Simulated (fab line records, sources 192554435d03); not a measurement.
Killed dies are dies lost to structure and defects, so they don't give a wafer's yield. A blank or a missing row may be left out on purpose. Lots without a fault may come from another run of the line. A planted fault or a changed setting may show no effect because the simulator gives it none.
One fault seen from 2 desks | flow n5_finfet | each desk has only its own numbers; what lay behind them comes last

THE TOOL OWNER'S DESK: litho_track-01
The tool's own readings at N5_BEOL_M1_COAT_61 (time 60 s, resist thk 60 nm): means of the sampled wafers that have a number, for each lot that ran on this tool. A lot is out of limits, marked OUT, if its mean lies more than 4 standard deviations from the usual mean; the brackets give that distance.
Columns: A = plate_temp_C at N5_BEOL_M1_COAT_61, usual 249.97 C; B = spin_speed_rpm at N5_BEOL_M1_COAT_61, usual 1499.9 rpm
lot  | first seen here | A      | B
L265 | day 7 00:56     | 250.11 | 1500.8
L275 | day 10 03:17    | 250.10 | 1137.9 (-99 or more) OUT
L277 | day 10 06:56    | 249.91 | 1137.7 (-99 or more) OUT
L279 | day 10 22:44    | 249.87 | 1139.3 (-99 or more) OUT
This desk's finding: out of limits on L275, L277, L279; first on L275, day 10 03:17 (spin_speed_rpm at N5_BEOL_M1_COAT_61). In limits: L265.

THE METROLOGY DESK
What the gauges read, lot by lot, whatever tool the lot ran on: means of the sampled wafers that have a number. A lot is out of limits, marked OUT, if its mean lies more than 4 standard deviations from the usual mean; the brackets give that distance. Of its 10 readings 7 are shown: those that lie furthest out on some lot.
Columns: A = DIBL_P at N5_BEOL_M4_RC_MEAS_101, usual 36.3 mV/V; B = IOFF_N at N5_BEOL_M4_RC_MEAS_101, usual 0.16 nA/um; C = IOFF_P at N5_BEOL_M4_RC_MEAS_101, usual 0.21 nA/um; D = ION_N at N5_BEOL_M4_RC_MEAS_101, usual 672 uA/um; E = SS_P at N5_BEOL_M4_RC_MEAS_101, usual 73.3 mV/dec; F = VT_N at N5_BEOL_M4_RC_MEAS_101, usual 250 mV; G = VT_P at N5_BEOL_M4_RC_MEAS_101, usual -251 mV
lot  | first seen here | A    | B    | C    | D   | E    | F   | G
L265 | day 8 23:00     | 37.9 | 0.15 | 0.19 | 671 | 73.3 | 252 | -254
L275 | day 13 00:12    | 36.2 | 0.17 | 0.21 | 679 | 73.3 | 249 | -250
L277 | day 13 15:07    | 35.9 | 0.14 | 0.19 | 666 | 72.5 | 251 | -249
L279 | day 14 06:43    | 35.9 | 0.18 | 0.20 | 678 | 73.7 | 248 | -251
L284 | day 14 14:32    | 39.0 | 0.23 | 0.26 | 688 | 74.0 | 243 | -246
This desk's finding: nothing out of limits on any of the 5 lots.

PUT TOGETHER
The tool owner's desk could have raised an alarm at day 10 03:17, on L275, L277, L279.
The metrology desk saw nothing out of limits.
The metrology desk has L275, L277, L279 on record, within its limits.
Of the lots named, all ran N5_BEOL_M1_COAT_61 on litho_track-01.

WHAT THE SIMULATOR HAD PUT IN
Process parameter drift: litho_track-01, from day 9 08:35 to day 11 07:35, at N5_BEOL_M1_COAT_61. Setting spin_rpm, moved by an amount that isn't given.
Lots struck among those shown: L275, L277, L279.
Hours from the fault's start to each desk's first reading out of limits: the tool owner's desk, 19.
